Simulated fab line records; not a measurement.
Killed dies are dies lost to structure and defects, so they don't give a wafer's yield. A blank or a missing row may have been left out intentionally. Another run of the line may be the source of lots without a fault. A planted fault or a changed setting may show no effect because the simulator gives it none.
Struck lot and sound lot, side by side :: flow nand-harc :: 14 out of 1302 route steps
Sound: these wafers, L207.2, L207.3, L207.4. Wafers L215.3, L215.4, L215.6 were the ones struck. The cause comes at the end.
For every step that has rows: the tool of each side, followed by ch and its chambers, followed by its first start. Under that, the readings that differ: sound wafers :: struck wafers :: difference of the means :: sigmas: that difference in standard deviations of wafers without a fault.
alike: a reading whose means differ by less than 2 such deviations, as well as words and numbers matching on both sides. not compared: withheld readings; readings where some wafer has no value; bounds like >300 that might hide an equal value; numbers whose values overlap and for which the record gives no deviation.
Wherever a step has rows on one side only, a row that says differs or no value, or a row with sigmas, the two part there. Non-overlapping numbers with no deviation appear without sigmas and do not part them. A reading missing from all wafers of one side parts the sides only when that side holds two or more wafers.

first, 9 steps without rows for these wafers: NHARC_A_STAIRCASE_DEHYDRATE_260 (time 120 s); NHARC_A_STAIRCASE_HMDS_261 (time 30 s); NHARC_A_STAIRCASE_COAT_262; NHARC_A_STAIRCASE_SOFTBAKE_263 (time 170 s); NHARC_A_STAIRCASE_EBR_264; NHARC_A_STAIRCASE_EXPOSE_265 (exposes mask CHOP 200); NHARC_A_STAIRCASE_PEB_266 (peb time 130 s); NHARC_A_STAIRCASE_DEVELOP_267 (time 140 s); NHARC_A_STAIRCASE_HARDBAKE_269 (time 140 s).
NHARC_A_STAIRCASE_DESCUM_270: chemistry O2, time 3 s.
  sound on rie-diel-13 ch 1,2,3, day 17 17:41; struck on rie-diel-13 ch 1,3, day 21 05:53
reading: oes-product-au (a.u.)
sound: 0.999 1.015 1.006
struck: 0.988 0.992 0.980
difference: -0.020
sigmas: -2
  alike: drypump-motor-current-A, mfc-ar-sccm, rf-vpp-V, showerhead-plenum-p-Torr, throttle-valve-pct
  not compared: rf-hours-counter-h
NHARC_A_STAIRCASE_ETCH_271: etches the open film in CF4/CHF3.
  sound on rie-diel-13 ch 0,1,3, day 17 17:47; struck on rie-diel-13 ch 0,2,3, day 21 06:16
  alike: cf4-flow-sccm, drypump-motor-current-A, mfc-ar-sccm, oes-product-au, rf-vpp-V, showerhead-plenum-p-Torr, throttle-valve-pct
  not compared: rf-hours-counter-h
NHARC_A_STAIRCASE_HM_OPEN_457: chemistry O2/COS.
  sound on rie-diel-13 ch 0,2,3, day 17 17:53; struck on rie-diel-13 ch 1,3, day 21 06:24
  no value came back on the struck wafers for any of 10 readings (bias-w (W), chamber-pressure-mTorr (mTorr) and others); on the sound wafers bias-w (W) reads 299.8 300.4 298.7
then, 1 step without rows for these wafers: NHARC_A_STAIRCASE_STRIP_458 (strips in O2/COS).
-- jump in the record: it breaks off in module A_STAIRCASE and resumes in module END (first step shown: number 1302 of the route), and 8 days separate the struck wafers' starts before and after --
NHARC_END_SORT_01:
  sound on prober-02 ch 0, day 25 06:19; struck on prober-01 ch 0, day 29 11:03
reading: hold
sound: - - -
struck: await-dispo/2.3h/scrap await-dispo/2.3h/scrap await-dispo/2.3h/scrap
difference: no value on the sound wafers
sigmas: 

reading: killed-at-array
sound: 32 24 35
struck: 673 674 674
difference: +643
sigmas: +27

reading: killed-dies
sound: 33 28 38
struck: 677 677 677
difference: +644
sigmas: +27
  alike: killed-at-other, killed-at-periphery, killed-open, killed-short

== WHERE THEY PART ==
Last at NHARC_END_SORT_01 as far as this record goes, first at NHARC_A_STAIRCASE_DESCUM_270.

WHY: the cause the simulator had injected
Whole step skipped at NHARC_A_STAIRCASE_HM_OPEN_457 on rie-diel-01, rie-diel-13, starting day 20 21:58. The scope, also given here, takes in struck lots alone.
